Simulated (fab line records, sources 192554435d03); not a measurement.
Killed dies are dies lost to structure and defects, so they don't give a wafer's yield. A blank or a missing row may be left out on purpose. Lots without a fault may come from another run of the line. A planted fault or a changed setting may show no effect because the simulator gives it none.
fab line records | flow n5_finfet
record lots=24 wafers=72 last_day=17
route steps=1938 shown BEOL_M5@1170
lots that met no fault: from a run of the same line without faults
start_h: hours from the record's first day to the start of the lot's first wafer shown | wait_h: hours since the lot's step before | " the same as in the row above | L1.1+2: a row that stands for several wafers | - no value, or no start given | * or withheld: withheld | < > ~ a bound
route shown NAME@n: a module of which the file shows steps, and the number in the route of the first | usual: mean/standard deviation of fault-free wafers | same: alike in all rows | chamber/n: place in a boat | sites: the reading at each site | _std_site: their standard deviation | _edge_site: outer sites' mean less inner sites' | radius_mm: how far each site lies from the wafer's centre | mask NAME#n: copy n | behind: the tool/chamber that last shaped the wafer | hold: why the lot was held/for how many hours/how that ended | device: the transistor (n, p or np) that didn't switch | end of line: the same wafers' tests at the end of the route | a step without rows: its recipe alone | killed: dies lost to structure and defects at the first sort, not the wafer's yield | map: a wafer's dies, x killed, . not, _ none there
set.NAME: the setting as run; set.NAME@STEP: as run at that earlier step | model.NAME: the simulator's own value behind a step, which no gauge read
steps of the route over a sample of lots; a table a step, a row a wafer
services: from which hour (start_h, from the record's first day; less than 0 if before it) a tool's chamber was out of use, for how many hours, and why
## steps
# step N5_BEOL_M5_DEGAS_44
# recipe ambient=vacuum temp_c=250 time_s=60
# usual heater_power_w=317/29
# columns lot.wafer tool chamber start_h wait_h heater_power_w
L074.1 pvd_sputter-02 - 172.78 0.3 279
L074.4 " - " " 331
L074.6 " - " " 291
L075.1 pvd_sputter-02 - 173.18 0.5 301
L075.2 " - " " 305
L075.4 " - " " 323
L076.2 pvd_sputter-02 - 189.88 0.2 311
L076.5 " - " " 294
L076.6 " - " " 268
L078.4 pvd_sputter-01 - 192.40 0.1 348
L078.5 " - " " 317
L078.6 " - " " 360
L077.1 pvd_sputter-01 - 193.06 0.6 318
L077.2 " - " " 285
L077.4 " - " " 343
L079.3 pvd_sputter-01 - 207.63 0.2 362
L079.4 " - " " 319
L079.6 " - " " 318
L081.2 pvd_sputter-03 - 221.00 0.5 343
L081.4 " - " " 299
L081.5 " - " " 337
L080.1 pvd_sputter-01 - 221.53 0.3 321
L080.2 " - " " 290
L080.6 " - " " 350
L082.1 pvd_sputter-02 - 226.27 0.5 290
L082.4 " - " " 277
L082.6 " - " " 297
L083.2 pvd_sputter-02 - 226.51 0.3 290
L083.5 " - " " 313
L083.6 " - " " 326
L084.3 pvd_sputter-02 - 232.76 0.2 288
L084.4 " - " " 301
L084.5 " - " " 312
L085.2 pvd_sputter-02 - 232.92 0.2 277
L085.4 " - " " 290
L085.6 " - " " 282
L086.2 pvd_sputter-03 - 250.78 0.4 297
L086.4 " - " " 313
L086.6 " - " " 296
L087.1 pvd_sputter-01 - 253.56 0.8 293
L087.4 " - " " 353
L087.6 " - " " 362
L089.2 pvd_sputter-02 - 269.52 0.2 292
L089.4 " - " " 316
L089.6 " - " " 307
L088.2 pvd_sputter-03 - 271.66 1.7 297
L088.3 " - " " 369
L088.4 " - " " 312
L090.2 pvd_sputter-02 - 275.98 0.7 303
L090.3 " - " " 292
L090.4 " - " " 329
L091.3 pvd_sputter-03 - 277.09 0.2 293
L091.4 " - " " 345
L091.5 " - " " 299
L092.2 pvd_sputter-01 - 291.20 0.4 314
L092.3 " - " " 350
L092.4 " - " " 352
L093.1 pvd_sputter-02 - 293.91 0.6 276
L093.3 " - " " 321
L093.4 " - " " 268
L095.2 pvd_sputter-01 - 298.85 1.7 284
L095.5 " - " " 343
L095.6 " - " " 283
L094.1 pvd_sputter-03 - 299.45 0.5 295
L094.3 " - " " 346
L094.5 " - " " 346
L096.1 pvd_sputter-03 - 299.82 0.3 306
L096.4 " - " " 299
L096.6 " - " " 312
L097.4 pvd_sputter-02 - 308.02 0.7 288
L097.5 " - " " 291
L097.6 " - " " 325
# step N5_BEOL_M5_SPUTTER_48
# recipe material=Cu target_thk_a=150 temp_c=-20 chamber_pressure_pa=0.07 power_w=withheld time_s=27.62
# usual throttle_valve_pct=29.7/0.98
# columns lot.wafer tool chamber start_h wait_h throttle_valve_pct
L074.1 pvd_sputter-01 - 173.54 0.1 30.2
L074.4 " - " " 31.3
L074.6 " - " " 30.3
L075.1 pvd_sputter-02 - 174.04 0.2 30.2
L075.2 " - " " 30.5
L075.4 " - " " 28.4
L076.2 pvd_sputter-02 - 190.60 0.2 28.1
L076.5 " - " " 28.5
L076.6 " - " " 30.0
L078.4 pvd_sputter-03 - 193.82 0.1 30.4
L078.5 " - " " 30.1
L078.6 " - " " 30.3
L077.1 pvd_sputter-02 - 195.02 0.8 30.6
L077.2 " - " " 28.1
L077.4 " - " " 30.3
L079.3 pvd_sputter-03 - 208.37 0.2 30.2
L079.4 " - " " 30.5
L079.6 " - " " 29.4
L081.2 pvd_sputter-02 - 221.67 0.1 30.1
L081.4 " - " " 30.6
L081.5 " - " " 28.5
L080.1 pvd_sputter-01 - 222.70 0.3 29.6
L080.2 " - " " 31.3
L080.6 " - " " 29.2
L082.1 pvd_sputter-02 - 227.09 0.2 30.3
L082.4 " - " " 28.3
L082.6 " - " " 30.3
L083.2 pvd_sputter-03 - 227.72 0.4 28.3
L083.5 " - " " 30.2
L083.6 " - " " 30.3
L084.3 pvd_sputter-02 - 235.34 1.9 28.3
L084.4 " - " " 30.1
L084.5 " - " " 28.1
L085.2 pvd_sputter-01 - 235.77 0.2 29.6
L085.4 " - " " 31.3
L085.6 " - " " 31.4
L086.2 pvd_sputter-03 - 251.62 0.1 29.5
L086.4 " - " " 30.4
L086.6 " - " " 30.3
L087.1 pvd_sputter-02 - 254.14 0.1 30.5
L087.4 " - " " 28.5
L087.6 " - " " 30.5
L089.2 pvd_sputter-01 - 270.35 0.3 31.1
L089.4 " - " " 29.4
L089.6 " - " " 31.6
L088.2 pvd_sputter-03 - 272.24 0.1 30.6
L088.3 " - " " 28.2
L088.4 " - " " 30.0
L090.2 pvd_sputter-02 - 276.72 0.2 28.6
L090.3 " - " " 28.2
L090.4 " - " " 30.5
L091.3 pvd_sputter-03 - 277.79 0.1 27.9
L091.4 " - " " 29.5
L091.5 " - " " 29.4
L092.2 pvd_sputter-03 - 292.13 0.4 29.6
L092.3 " - " " 28.3
L092.4 " - " " 30.3
L093.1 pvd_sputter-02 - 294.53 0.1 28.4
L093.3 " - " " 30.5
L093.4 " - " " 28.1
L095.2 pvd_sputter-01 - 299.65 0.1 29.4
L095.5 " - " " 30.3
L095.6 " - " " 30.1
L094.1 pvd_sputter-02 - 300.02 0.1 30.4
L094.3 " - " " 30.2
L094.5 " - " " 30.3
L096.1 pvd_sputter-01 - 304.08 1.7 30.0
L096.4 " - " " 30.1
L096.6 " - " " 31.1
L097.4 pvd_sputter-03 - 309.06 0.0 30.2
L097.5 " - " " 30.2
L097.6 " - " " 30.0
# step N5_BEOL_M5_SPUTTER_83
# recipe material=Cu target_thk_a=150 temp_c=-20 chamber_pressure_pa=0.07 power_w=withheld time_s=27.62
# usual throttle_valve_pct=29.7/0.98
# columns lot.wafer tool chamber start_h wait_h throttle_valve_pct
L074.1 pvd_sputter-01 - 175.72 0.5 30.4
L074.4 " - " " 31.4
L074.6 " - " " 30.1
L075.1 pvd_sputter-02 - 176.22 0.5 30.2
L075.2 " - " " 30.5
L075.4 " - " " 28.5
L076.2 pvd_sputter-02 - 192.77 0.5 28.2
L076.5 " - " " 28.6
L076.6 " - " " 29.9
L078.4 pvd_sputter-03 - 196.00 0.5 30.3
L078.5 " - " " 30.4
L078.6 " - " " 30.6
L077.1 pvd_sputter-02 - 197.20 0.5 30.6
L077.2 " - " " 28.0
L077.4 " - " " 30.2
L079.3 pvd_sputter-03 - 210.54 0.5 29.8
L079.4 " - " " 30.4
L079.6 " - " " 29.6
L081.2 pvd_sputter-02 - 223.84 0.5 30.3
L081.4 " - " " 30.7
L081.5 " - " " 28.5
L080.1 pvd_sputter-01 - 224.88 0.5 29.3
L080.2 " - " " 31.2
L080.6 " - " " 28.9
L082.1 pvd_sputter-02 - 229.27 0.5 30.2
L082.4 " - " " 28.3
L082.6 " - " " 30.1
L083.2 pvd_sputter-03 - 230.16 0.6 28.2
L083.5 " - " " 30.3
L083.6 " - " " 30.4
L084.3 pvd_sputter-02 - 237.51 0.5 28.1
L084.4 " - " " 30.0
L084.5 " - " " 28.3
L085.2 pvd_sputter-01 - 237.94 0.5 29.3
L085.4 " - " " 31.5
L085.6 " - " " 31.2
L086.2 pvd_sputter-03 - 253.80 0.5 29.6
L086.4 " - " " 30.3
L086.6 " - " " 30.3
L087.1 pvd_sputter-02 - 256.32 0.5 30.8
L087.4 " - " " 28.5
L087.6 " - " " 30.4
L089.2 pvd_sputter-01 - 272.52 0.5 31.0
L089.4 " - " " 29.3
L089.6 " - " " 31.2
L088.2 pvd_sputter-03 - 274.41 0.5 30.6
L088.3 " - " " 28.4
L088.4 " - " " 30.1
L090.2 pvd_sputter-02 - 278.89 0.5 28.4
L090.3 " - " " 28.3
L090.4 " - " " 30.3
L091.3 pvd_sputter-03 - 279.96 0.5 28.1
L091.4 " - " " 29.6
L091.5 " - " " 29.5
L092.2 pvd_sputter-03 - 294.30 0.5 29.2
L092.3 " - " " 28.3
L092.4 " - " " 30.2
L093.1 pvd_sputter-02 - 296.70 0.5 28.5
L093.3 " - " " 30.5
L093.4 " - " " 28.1
L095.2 pvd_sputter-01 - 301.83 0.5 29.3
L095.5 " - " " 30.4
L095.6 " - " " 30.3
L094.1 pvd_sputter-02 - 302.19 0.5 30.5
L094.3 " - " " 30.1
L094.5 " - " " 30.3
L096.1 pvd_sputter-01 - 306.25 0.5 30.3
L096.4 " - " " 30.1
L096.6 " - " " 31.3
L097.4 pvd_sputter-03 - 311.24 0.5 30.3
L097.5 " - " " 30.4
L097.6 " - " " 30.4
# step N5_BEOL_M5_ANNEAL_84
# recipe temp_c=400 time_s=1800 ambient=vacuum
# usual heater_power_w=788/76
# columns lot.wafer tool chamber start_h wait_h heater_power_w
L074.1 pvd_sputter-01 - 175.80 0.0 909
L074.4 " - " " 797
L074.6 " - " " 922
L075.1 pvd_sputter-02 - 176.30 0.0 765
L075.2 " - " " 737
L075.4 " - " " 681
L076.2 pvd_sputter-02 - 192.85 0.0 835
L076.5 " - " " 677
L076.6 " - " " 738
L078.4 pvd_sputter-03 - 196.08 0.0 741
L078.5 " - " " 752
L078.6 " - " " 764
L077.1 pvd_sputter-02 - 197.28 0.0 730
L077.2 " - " " 826
L077.4 " - " " 776
L079.3 pvd_sputter-03 - 210.62 0.0 784
L079.4 " - " " 756
L079.6 " - " " 856
L081.2 pvd_sputter-02 - 223.92 0.0 764
L081.4 " - " " 710
L081.5 " - " " 690
L080.1 pvd_sputter-01 - 224.96 0.0 883
L080.2 " - " " 794
L080.6 " - " " 908
L082.1 pvd_sputter-02 - 229.35 0.0 767
L082.4 " - " " 826
L082.6 " - " " 760
L083.2 pvd_sputter-03 - 230.25 0.0 915
L083.5 " - " " 756
L083.6 " - " " 737
L084.3 pvd_sputter-02 - 237.59 0.0 840
L084.4 " - " " 769
L084.5 " - " " 682
L085.2 pvd_sputter-01 - 238.02 0.0 878
L085.4 " - " " 791
L085.6 " - " " 790
L086.2 pvd_sputter-03 - 253.88 0.0 870
L086.4 " - " " 754
L086.6 " - " " 761
L087.1 pvd_sputter-02 - 256.40 0.0 731
L087.4 " - " " 705
L087.6 " - " " 704
L089.2 pvd_sputter-01 - 272.60 0.0 787
L089.4 " - " " 850
L089.6 " - " " 794
L088.2 pvd_sputter-03 - 274.49 0.0 757
L088.3 " - " " 937
L088.4 " - " " 774
L090.2 pvd_sputter-02 - 278.97 0.0 710
L090.3 " - " " 826
L090.4 " - " " 732
L091.3 pvd_sputter-03 - 280.04 0.0 937
L091.4 " - " " 857
L091.5 " - " " 858
L092.2 pvd_sputter-03 - 294.38 0.0 869
L092.3 " - " " 923
L092.4 " - " " 724
L093.1 pvd_sputter-02 - 296.78 0.0 692
L093.3 " - " " 716
L093.4 " - " " 798
L095.2 pvd_sputter-01 - 301.91 0.0 856
L095.5 " - " " 706
L095.6 " - " " 889
L094.1 pvd_sputter-02 - 302.27 0.0 710
L094.3 " - " " 743
L094.5 " - " " 720
L096.1 pvd_sputter-01 - 306.33 0.0 708
L096.4 " - " " 903
L096.6 " - " " 801
L097.4 pvd_sputter-03 - 311.32 0.0 765
L097.5 " - " " 765
L097.6 " - " " 741
# step N5_BEOL_M5_ANNEAL_51
# recipe temp_c=225 time_s=90 ambient=N2
# usual wafer_temp_C_max=226.5/0.34
# columns lot.wafer tool chamber start_h wait_h wafer_temp_C_max
L074.1 rtp_anneal-01 0 178.68 0.6 226.2
L074.4 " 0 " " 226.6
L074.6 " 0 " " 226.6
L075.1 rtp_anneal-01 0 178.95 0.4 226.7
L075.2 " 0 " " 227.7
L075.4 " 0 " " 226.5
L076.2 rtp_anneal-02 0 195.21 0.1 225.9
L076.5 " 0 " " 226.5
L076.6 " 0 " " 226.2
L078.4 rtp_anneal-01 0 198.51 0.2 226.9
L078.5 " 0 " " 226.8
L078.6 " 0 " " 226.6
L077.1 rtp_anneal-02 0 199.57 0.1 226.6
L077.2 " 0 " " 226.6
L077.4 " 0 " " 226.4
L079.3 rtp_anneal-02 0 213.01 0.1 226.4
L079.4 " 0 " " 226.3
L079.6 " 0 " " 226.3
L081.2 rtp_anneal-01 0 226.26 0.1 226.5
L081.4 " 0 " " 226.9
L081.5 " 0 " " 226.3
L080.1 rtp_anneal-02 0 227.41 0.2 226.1
L080.2 " 0 " " 226.2
L080.6 " 0 " " 226.3
L082.1 rtp_anneal-02 0 231.64 0.1 226.1
L082.4 " 0 " " 226.5
L082.6 " 0 " " 226.5
L083.2 rtp_anneal-02 0 232.87 0.1 226.9
L083.5 " 0 " " 226.0
L083.6 " 0 " " 226.6
L084.3 rtp_anneal-01 0 240.15 0.3 226.9
L084.4 " 0 " " 226.7
L084.5 " 0 " " 226.6
L085.2 rtp_anneal-02 0 240.50 0.2 226.4
L085.4 " 0 " " 226.5
L085.6 " 0 " " 226.4
L086.2 rtp_anneal-02 0 256.22 0.1 225.9
L086.4 " 0 " " 226.1
L086.6 " 0 " " 225.9
L087.1 rtp_anneal-01 0 258.86 0.2 226.6
L087.4 " 0 " " 226.4
L087.6 " 0 " " 227.0
L089.2 rtp_anneal-01 0 275.00 0.2 226.1
L089.4 " 0 " " 226.4
L089.6 " 0 " " 226.7
L088.2 rtp_anneal-02 0 276.83 0.1 226.1
L088.3 " 0 " " 226.0
L088.4 " 0 " " 226.4
L090.2 rtp_anneal-02 0 281.31 0.1 226.4
L090.3 " 0 " " 226.3
L090.4 " 0 " " 226.5
L091.3 rtp_anneal-01 0 282.50 0.2 227.4
L091.4 " 0 " " 226.7
L091.5 " 0 " " 227.3
L092.2 rtp_anneal-02 0 296.72 0.1 226.2
L092.3 " 0 " " 226.1
L092.4 " 0 " " 226.0
L093.1 rtp_anneal-01 0 299.33 0.3 226.5
L093.3 " 0 " " 226.6
L093.4 " 0 " " 226.2
L095.2 rtp_anneal-02 0 304.25 0.1 226.4
L095.5 " 0 " " 226.5
L095.6 " 0 " " 226.4
L094.1 rtp_anneal-01 0 304.63 0.1 227.0
L094.3 " 0 " " 226.6
L094.5 " 0 " " 226.6
L096.1 rtp_anneal-02 0 308.63 0.1 226.7
L096.4 " 0 " " 226.2
L096.6 " 0 " " 226.5
L097.4 rtp_anneal-01 0 313.75 0.2 226.8
L097.5 " 0 " " 227.2
L097.6 " 0 " " 226.8
# step N5_BEOL_M5_PRE_CLEAN_77
# recipe gas=NH3/H2 time_s=15 temp_c=* rf_power_w=300
# usual heater_power_w=81/18
# columns lot.wafer tool chamber start_h wait_h heater_power_w
L074.1 cvd_co-02 0 179.32 0.0 76
L074.4 " 0 " " 76
L074.6 " 2 " " 55
L075.1 cvd_co-02 1 179.60 0.0 94
L075.2 " 0 " " 74
L075.4 " 1 " " 96
L076.2 cvd_co-02 1 197.75 0.3 97
L076.5 " 1 " " 96
L076.6 " 2 " " 56
L078.4 cvd_co-02 1 201.02 0.5 98
L078.5 " 1 " " 96
L078.6 " 2 " " 54
L077.1 cvd_co-02 2 201.17 0.5 55
L077.2 " 1 " " 99
L077.4 " 2 " " 56
L079.3 cvd_co-02 1 213.55 0.0 96
L079.4 " 2 " " 57
L079.6 " 0 " " 75
L081.2 cvd_co-01 2 226.97 0.2 107
L081.4 " 2 " " 109
L081.5 " 1 " " 68
L080.1 cvd_co-02 2 228.04 0.0 55
L080.2 " 0 " " 77
L080.6 " 1 " " 97
L082.1 cvd_co-01 1 232.29 0.0 69
L082.4 " 1 " " 69
L082.6 " 0 " " 92
L083.2 cvd_co-01 2 233.52 0.1 109
L083.5 " 2 " " 108
L083.6 " 0 " " 93
L084.3 cvd_co-02 2 241.35 0.6 57
L084.4 " 1 " " 99
L084.5 " 0 " " 77
L085.2 cvd_co-02 2 241.46 0.2 56
L085.4 " 0 " " 75
L085.6 " 1 " " 98
L086.2 cvd_co-02 0 256.86 0.1 74
L086.4 " 2 " " 56
L086.6 " 0 " " 76
L087.1 cvd_co-02 1 259.51 0.0 97
L087.4 " 1 " " 98
L087.6 " 2 " " 56
L089.2 cvd_co-01 1 275.60 0.0 69
L089.4 " 2 " " 109
L089.6 " 1 " " 69
L088.2 cvd_co-01 0 277.42 0.0 91
L088.3 " 1 " " 69
L088.4 " 0 " " 92
L090.2 cvd_co-01 1 281.90 0.0 70
L090.3 " 2 " " 108
L090.4 " 2 " " 107
L091.3 cvd_co-01 0 283.04 0.0 91
L091.4 " 1 " " 67
L091.5 " 0 " " 90
L092.2 cvd_co-01 2 297.31 0.0 108
L092.3 " 0 " " 92
L092.4 " 1 " " 67
L093.1 cvd_co-02 0 299.96 0.0 76
L093.3 " 1 " " 101
L093.4 " 0 " " 75
L095.2 cvd_co-02 0 304.85 0.0 76
L095.5 " 0 " " 78
L095.6 " 1 " " 98
L094.1 cvd_co-02 0 305.27 0.0 78
L094.3 " 2 " " 55
L094.5 " 1 " " 99
L096.1 cvd_co-02 1 309.26 0.0 102
L096.4 " 0 " " 75
L096.6 " 2 " " 58
L097.4 cvd_co-02 0 314.26 0.1 76
L097.5 " 2 " " 57
L097.6 " 1 " " 104
## services
# columns tool chamber start_h hours kind
cvd_co-01 2 172.27 3.8 repair
cvd_co-02 0 186.21 18.0 repair
cvd_co-01 - 190.48 14.6 pm
cvd_co-02 - 231.40 1.2 repair
pvd_sputter-03 - 233.49 3.4 repair
rtp_anneal-02 - 235.09 4.9 pm
## key
fault none
